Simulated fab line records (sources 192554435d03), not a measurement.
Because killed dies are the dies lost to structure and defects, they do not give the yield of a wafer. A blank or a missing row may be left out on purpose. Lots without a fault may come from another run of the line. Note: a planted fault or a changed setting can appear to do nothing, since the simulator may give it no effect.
A lot that was struck, set against a sound lot | flow n5_finfet | 15 steps out of a route of 1938
Sound: the wafers L385.1, L385.3, L385.4. Struck: wafer L389.2 (left out: L389.5, a lot-mate that was not struck); the cause follows at the end.
At each step with rows: each side's tool, then ch and its chambers, then its first start. Under that, the readings that differ: sound wafers | struck wafers | difference of the means | sigmas: that difference in standard deviations of wafers without a fault.
alike: words and numbers the same on both sides, and readings whose means are apart by under 2 such deviations; not compared: readings that were withheld, readings missing a value for some wafer, numbers with overlapping values and no deviation given by the record, and bounds like >300 which may hide the same value.
A row with sigmas, a row that says differs or no value, or rows on one side alone: a step with any of these is where the two part. Numbers that don't overlap but have no deviation are shown without sigmas and don't part them. A reading missing from all wafers of one side parts the sides only when that side holds two or more wafers.

N5_BEOL_M6_STRIP_80: strips in N2/H2, time 10 s.
  sound on rie_diel-06 ch 0,1,3; struck on rie_diel-06 ch 3
  reading                | sound      | struck | difference | sigmas
  rf_hours_counter_h (h) | 177 169 29 | 183    | +58        |
  alike: drypump_motor_current_A, oes_product_au, rf_vpp_V, showerhead_plenum_p_Torr, throttle_valve_pct
N5_BEOL_M6_OCD_MEAS_38:
  struck on ocd-01, day 11 02:25; sound on ocd-02, day 9 08:18
  alike: trench_depth_nm
then, 4 steps without rows for these wafers: N5_BEOL_M6_HM_STRIP_39 (strips TiN in peroxide tin strip, target depth 25 nm, time 158 s); N5_BEOL_M6_SRD_40 (time 30 s); N5_BEOL_M6_PRECLEAN_42 (cleans in residue remover, time 60 s); N5_BEOL_M6_SRD_43 (time 30 s).
N5_BEOL_M6_CD_MEAS_35: target cd 40 nm, target cd y 28 nm.
  struck on cd_sem-01, day 11 02:36; sound on cd_sem-01, day 9 08:28
  alike: cd_nm
then, 1 step without rows for these wafers: N5_BEOL_M6_CURE_75 (cures SiCOH lowk, time 120 s).
N5_BEOL_M6_DEGAS_44: time 60 s.
  struck on pvd_sputter-01, day 11 03:12; sound on pvd_sputter-03, day 9 08:54
  alike: heater_power_w
then, 1 step without rows for these wafers: N5_BEOL_M6_PRE_CLEAN_45 (time 30 s).
N5_BEOL_M6_ALD_77: deposits TaN, target thk 2 nm, pulse time 2 s, purge time 3 s.
  sound on ald_metal-03 ch 0,1,3, day 9 09:00; struck on ald_metal-04 ch 3, day 11 03:23
  reading               | sound          | struck | difference | sigmas
  since_wet_clean_h (h) | 1402 1402 1402 | 2983   | +1581      |
  alike: heater_power_w
N5_BEOL_M6_SURFACE_TREAT_79:
  struck on pvd_sputter-01, day 11 05:26; sound on pvd_sputter-01, day 9 09:18
  not compared: throttle_valve_pct
N5_BEOL_M6_CVD_78: deposits Co from CCTBA/H2, target thk 2 nm, time 142.3 s.
  sound on cvd_co-01 ch 0,2, day 9 09:22; struck on cvd_co-01 ch 2, day 11 05:41
  reading          | sound             | struck | difference | sigmas
  run_length_s (s) | 165.1 166.2 165.4 | 217.7  | +52.1      | +99 or more
  not compared: since_wet_clean_h
N5_BEOL_M6_SPUTTER_48: material Cu, target thk 10 nm, time 1.667 s.
  struck on pvd_sputter-02, day 11 05:55; sound on pvd_sputter-01, day 9 09:29
  alike: throttle_valve_pct
-- a jump in the record: the struck wafers' starts before and after are 4 days apart (it breaks off in module BEOL_M6 and resumes in module PASSIVATION, where the first step shown is number 1936 of the route) --
N5_PASSIVATION_PROBE_49:
  struck on prober-01, day 15 00:33; sound on prober-02, day 12 18:05
  alike: defect_limited_yield, killed_at_M0_to_M3, killed_at_M4_up, killed_at_contacts, killed_at_front_end, killed_at_other, killed_dies, killed_open, killed_short, sort_bin_5_function, sort_bin_6_memory, sort_n_pass, sort_yield_pct

## WHERE THEY PART
N5_BEOL_M6_CVD_78 only, going by this record. Later steps at which nothing parts them and some readings are alike: N5_BEOL_M6_SPUTTER_48, N5_PASSIVATION_PROBE_49.

WHY: the cause the simulator had injected
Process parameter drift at N5_BEOL_M6_CVD_78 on cvd_co-01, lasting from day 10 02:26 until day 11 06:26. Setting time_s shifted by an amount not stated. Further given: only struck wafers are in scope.
